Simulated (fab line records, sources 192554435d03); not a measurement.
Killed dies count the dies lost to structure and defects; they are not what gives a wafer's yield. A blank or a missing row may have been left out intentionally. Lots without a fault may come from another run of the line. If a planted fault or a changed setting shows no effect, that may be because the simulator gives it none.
Matching of chambers ; flow n5Finfet ; N5_BEOL_M8_ETCH_62 on rieDiel-06 has 4 sister chambers
The step etches SOC in N2/H2, target depth 110 nm, overetch 22 nm, time 165 s. 4 wafers are shown with their chamber, then 11 later ones without.

WAFERS WITH THEIR CHAMBER
wafer;chamber;throttleValvePct (%)
L084.2;3;17.91
L085.5;1;18.23
L087.1;0;17.72
L089.1;2;17.36

WAFERS MISSING THEIR CHAMBER
wafer;throttleValvePct (%)
L089.2;17.74
L089.5;18.27
L090.3;17.96
L090.5;18.28
L090.6;17.73
L091.2;17.35
L091.4;18.27
L091.5;17.35
L096.3;18.00
L096.4;18.01
L096.5;17.78

EACH ONE'S CHAMBER
wafer;from the rows above;in truth
L089.2;0;0
L089.5;1;1
L090.3;3;3
L090.5;1;1
L090.6;0;0
L091.2;2;2
L091.4;1;1
L091.5;2;2
L096.3;3;3
L096.4;3;3
L096.5;can't be placed: 0 or 3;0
Correctly placed: 10 of 11. Can't be placed from these rows: 1 (the true chamber is among the candidates in 1). Number placed wrongly: 0.
How it was worked out, from the rows above alone: a wafer's distance from a chamber is the root of the sum, over the readings, of the square of ((its reading less the chamber's mean) divided by the reading's scatter). If the next closest chamber is less than 2 further off than the closest, the wafer can't be placed; otherwise it belongs to the closest. The mean given for a chamber averages the wafers shown for that chamber. The scatter: root of mean squared gap, hidden wafer to nearest shown wafer, with one shown wafer a chamber.
